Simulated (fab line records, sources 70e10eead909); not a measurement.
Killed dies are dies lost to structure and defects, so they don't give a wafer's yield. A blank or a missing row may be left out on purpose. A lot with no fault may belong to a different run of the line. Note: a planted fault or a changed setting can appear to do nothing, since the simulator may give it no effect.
Struck lot and sound lot, side by side -- flow nand-harc -- 15 out of 1159 route steps
Sound: wafers L325.3, L325.4, L325.6. Wafers struck: L321.3, L321.4, L321.5. The cause is named last.
Per side, at each step with rows, come the tool, then ch with its chambers, and then its first start. Under that, the readings that differ: sound wafers -- struck wafers -- difference of the means -- sigmas: that difference in standard deviations of wafers without a fault.
alike: words and numbers the same on both sides, and readings whose means are apart by under 2 such deviations; not compared: readings that were withheld, readings missing a value for some wafer, numbers with overlapping values and no deviation given by the record, and bounds like >300 which may hide the same value.
Wherever a step has rows on one side only, a row that says differs or no value, or a row with sigmas, the two part there. Numbers that have no deviation but don't overlap get no sigmas and don't part them. A reading missing from all wafers of one side parts the sides only when that side holds two or more wafers.

first, 2 steps without rows for these wafers: NHARC_A_CHANNEL_HOLE_D1_STRIP_43 (strips in O2/COS); NHARC_A_CHANNEL_HOLE_D1_ETCH_44 (etches the open film in CF4/O2, target depth 140 nm, overetch 14 nm, time 77 s).
NHARC_A_CHANNEL_HOLE_D1_STRIP_27: strips in O2.
  sound on rie-diel-02 ch 0,1,3; struck on rie-diel-05 ch 0,2
  alike: drypump-motor-current-A, oes-product-au, rf-vpp-V, showerhead-plenum-p-Torr, throttle-valve-pct
  not compared: rf-hours-counter-h
then, 2 steps without rows for these wafers: NHARC_A_CHANNEL_HOLE_D1_PRECLEAN_28 (cleans in SC1); NHARC_A_CHANNEL_HOLE_D1_SRD_29.
NHARC_A_CHANNEL_HOLE_D1_CD_MEAS_30:
  struck on cd-sem-03, day 11 01:05; sound on cd-sem-01, day 12 08:47
reading,sound,struck,difference,sigmas
cd-nm (nm),88.2 83.5 88.2,90.1 90.6 89.7,+3.5,+2
NHARC_A_CHANNEL_HOLE_D1_XSEM_31:
  sound on xsem-01 ch 0, day 12 08:52; struck on xsem-01 ch 0, day 11 01:11
  alike: bot-cd-nm, bow-nm, tilt-deg
NHARC_A_CHANNEL_HOLE_D1_INSPECT_40:
  struck on defect-inspect-01, day 11 01:17; sound on defect-inspect-02, day 12 08:59
  alike: raw-defect-count
then, 2 steps without rows for these wafers: NHARC_A_CHANNEL_FILL_D1_PRECLEAN_00 (cleans in SC1); NHARC_A_CHANNEL_FILL_D1_SRD_01.
NHARC_A_CHANNEL_FILL_D1_ALD_02: deposits SiO2, target thk 6 nm, pulse time 10 s, ald cycles 60.
  sound on ald-hk-01 ch 2,3, day 12 09:11; struck on ald-hk-04 ch 0,1, day 11 01:31
  alike: ald-cycles, heater-power-w, precursor-pulse-height-rel
NHARC_A_CHANNEL_FILL_D1_ALD_03: deposits SiNx, target thk 6 nm, pulse time 60 s, ald cycles 58.
  sound on ald-sin-batch-02 ch 0; struck on ald-sin-batch-03 ch 0
  alike: ald-cycles, chamber-pressure-Torr, precursor-pulse-height-rel
NHARC_A_CHANNEL_FILL_D1_ALD_14: deposits SiO2, target thk 2.5 nm, pulse time 10 s, ald cycles 25.
  sound on ald-hk-01 ch 1,2,3, day 12 16:47; struck on ald-hk-02 ch 1,2,3, day 11 06:58
reading,sound,struck,difference,sigmas
ald-cycles,25 25 25,21 21 21,-4,
  alike: heater-power-w, precursor-pulse-height-rel
NHARC_A_CHANNEL_FILL_D1_ALD_15: deposits SiNx, target thk 2 nm, pulse time 60 s, ald cycles 19.
  sound on ald-sin-batch-01 ch 0; struck on ald-sin-batch-02 ch 0
  alike: ald-cycles, chamber-pressure-Torr, precursor-pulse-height-rel
-- the record jumps here: 10 days lie between the struck wafers' starts before and after (it left off in module A_CHANNEL_FILL_D1 and takes up again in module END, whose first step shown is number 1159 of the route) --
NHARC_END_SORT_01:
  at this point the record logs the struck wafers (prober-01 ch 0, day 21 11:25) and has no rows for the sound ones

== WHERE THEY PART ==
Earliest at NHARC_A_CHANNEL_HOLE_D1_CD_MEAS_30; latest, in this record, at NHARC_END_SORT_01.

WHY: whatever the simulator had introduced
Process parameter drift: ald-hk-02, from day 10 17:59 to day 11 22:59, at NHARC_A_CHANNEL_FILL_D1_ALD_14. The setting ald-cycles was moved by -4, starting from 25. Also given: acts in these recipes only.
